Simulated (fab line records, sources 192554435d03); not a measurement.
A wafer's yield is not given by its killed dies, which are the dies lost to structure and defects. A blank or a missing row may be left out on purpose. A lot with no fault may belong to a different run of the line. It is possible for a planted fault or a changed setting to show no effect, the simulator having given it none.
A lot that was struck, set against a sound lot / flow n5 finfet / 19 out of 1938 route steps
Sound: wafers L906.2, L906.4, L906.6. Struck: wafers L912.4, L912.5, L912.6. The cause is given at the end.
At each step with rows: each side's tool, then ch and its chambers, then its first start. Under that, the readings that differ: sound wafers / struck wafers / difference of the means / sigmas: that difference in standard deviations of wafers without a fault.
alike: readings whose means differ by less than 2 such deviations, and words and numbers that are the same on both sides. not compared: withheld readings, readings that some wafer has no value for, bounds like >300 that may hide the same value, and numbers for which the record gives no deviation and whose values overlap.
Wherever a step has rows on one side only, a row that says differs or no value, or a row with sigmas, the two part there. Numbers that have no deviation but don't overlap get no sigmas and don't part them. Lack of a reading on every wafer of one side parts them only where that side has two or more wafers.

first, 2 steps without rows for these wafers: N5_BEOL_M5_STRIP_63 (strips in N2/H2); N5_BEOL_M5_STRIP_73 (strips in N2/H2).
N5_BEOL_M5_STRIP_64: strips in CF4.
  sound on rie diel-03 ch 0,2,3, day 8 04:07; struck on rie diel-03 ch 1,2,3, day 10 11:36
  alike: bias power w, drypump motor current A, oes product au, rf vpp V, showerhead plenum p Torr, throttle valve pct
  not compared: rf hours counter h
N5_BEOL_M5_HM_OPEN_17: chemistry Cl2/BCl3, target TiN, target depth 20 nm, overetch 6 nm.
  sound on rie metal-02 ch 0,1, day 8 04:10; struck on rie metal-01 ch 0,1, day 10 11:40
  alike: drypump motor current A, oes product au, throttle valve pct
  not compared: rf hours counter h
N5_BEOL_M5_STRIP_19: strips in O2.
  sound on rie diel-03 ch 0,1,3, day 8 04:17; struck on rie diel-01 ch 0,1,2, day 10 11:48
  alike: drypump motor current A, oes product au, rf vpp V, showerhead plenum p Torr, throttle valve pct
  not compared: rf hours counter h
N5_BEOL_M5_CD_MEAS_18: pitch 56 nm, target cd 28 nm.
  sound on cd sem-02 at day 8 04:21; struck on cd sem-02 at day 10 11:52
  alike: cd nm
then, 6 steps without rows for these wafers: N5_BEOL_M5_COAT_65 (time 60 s, resist thk 60 nm); N5_BEOL_M5_COAT_66 (time 60 s, resist thk 12 nm); N5_BEOL_M5_COAT_74 (time 60 s, resist thk 5 nm); N5_BEOL_M5_COAT_22 (resist thk 30 nm); N5_BEOL_M5_EBR_24; N5_BEOL_M5_SOFTBAKE_23 (time 60 s).
N5_BEOL_M5_EXPOSE_25: exposes mask V4, defocus 10 nm.
  sound on euv scanner-02 ch 0, day 8 04:40; struck on euv scanner-01 ch 0, day 10 13:28
reading=model.BEOL_M5.overlay x nm (nm); sound=-0.2 -0.2 -0.2; struck=4.6 4.6 4.6; difference=+4.8; sigmas=
  alike: mask
then, 2 steps without rows for these wafers: N5_BEOL_M5_PEB_26 (peb time 60 s); N5_BEOL_M5_DEVELOP_27 (develop time 30 s).
N5_BEOL_M5_CD_MEAS_28: target cd 30.6 nm, target cd y 20 nm.
  sound on cd sem-02 ch 0, day 8 04:49; struck on cd sem-03 ch 0, day 10 13:35
  alike: cd nm
N5_BEOL_M5_OVL_MEAS_29:
  sound on overlay-01 ch 0, day 8 04:50; struck on overlay-01 ch 0, day 10 13:38
reading=V4_OVL (nm); sound=-0.8 -0.5 -0.7; struck=4.3 4.5 4.6; difference=+5.1; sigmas=+7
N5_BEOL_M5_INSPECT_30: inspects for defects (brightfield).
  sound on defect inspect-01 at day 8 04:54; struck on defect inspect-01 at day 10 13:40
  alike: raw defect count
following that, these wafers have no rows for 1 step: N5_PASSIVATION_PROBE_49.

WHERE THEY PART
At N5_BEOL_M5_OVL_MEAS_29 and nowhere else, as far as this record goes. Later steps at which nothing parts them and some readings are alike: N5_BEOL_M5_INSPECT_30.

WHY: what had been put in by the simulator
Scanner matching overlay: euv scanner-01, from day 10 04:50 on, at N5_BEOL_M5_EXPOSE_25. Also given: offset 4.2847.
